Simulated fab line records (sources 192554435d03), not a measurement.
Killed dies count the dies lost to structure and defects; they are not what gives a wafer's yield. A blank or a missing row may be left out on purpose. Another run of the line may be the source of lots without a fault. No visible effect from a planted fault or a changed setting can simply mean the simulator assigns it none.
Matching of chambers	flow n5_finfet	rie_diel-04 running N5_BEOL_M2_ETCH_69: 4 sister chambers
The step etches SiARC in CF4, target depth 15.6 nm, time 26 s. 16 wafers are shown with their chamber, then 8 later ones without.

WAFERS WITH THEIR CHAMBER
wafer	chamber	showerhead_plenum_p_Torr (Torr)	oes_product_au (a.u.)	throttle_valve_pct (%)
L074.1	1	2.11	0.58	15.83
L074.3	3	2.20	0.83	15.42
L074.5	1	2.11	0.58	15.82
L075.2	2	2.14	0.61	15.88
L075.3	3	2.20	0.82	15.44
L075.6	1	2.11	0.58	15.82
L076.1	2	2.14	0.60	15.90
L076.2	1	2.11	0.58	15.83
L076.4	3	2.20	0.82	15.44
L078.1	3	2.20	0.81	15.43
L078.4	0	2.19	0.57	15.81
L078.6	1	2.11	0.57	15.84
L080.1	2	2.13	0.61	15.94
L080.3	2	2.13	0.60	15.91
L080.5	2	2.13	0.60	15.92
L085.2	2	2.13	0.60	15.94

SIGNATURES, as means of the wafers listed above
reading	chamber 0	chamber 1	chamber 2	chamber 3	scatter within a chamber
showerhead_plenum_p_Torr	2.1900	2.1100	2.1333	2.2000	0.00333
oes_product_au	0.5700	0.5780	0.6033	0.8200	0.00587
throttle_valve_pct	15.8100	15.8280	15.9150	15.4325	0.0166
Rule: a wafer lies at a distance from a chamber equal to the root of the sum of squares, over the readings, of (its reading less the chamber's mean, divided by the reading's scatter). If the next closest chamber is less than 2 further off than the closest, the wafer can't be placed; otherwise it belongs to the closest. The scatter: the root of (the sum of the squares of (reading less its chamber's mean) over the shown wafers, divided by (wafers less chambers)).

WAFERS MISSING THEIR CHAMBER
wafer	showerhead_plenum_p_Torr (Torr)	oes_product_au (a.u.)	throttle_valve_pct (%)
L085.3	2.19	0.77	15.47
L085.4	2.19	0.78	15.47
L086.2	2.19	0.77	15.49
L086.3	2.19	0.79	15.35
L086.4	2.19	0.79	15.32
L089.2	2.13	0.59	15.95
L089.3	2.19	0.77	15.35
L089.5	2.13	0.59	15.95

EACH ONE'S CHAMBER
wafer	from the rows above	in truth
L085.3	3	3
L085.4	3	3
L086.2	3	3
L086.3	3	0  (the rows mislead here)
L086.4	3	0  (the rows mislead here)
L089.2	2	2
L089.3	3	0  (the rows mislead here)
L089.5	2	2
Correct placement for 5 of the 8. Left unplaced by these rows: 0. Placed wrongly: 3.
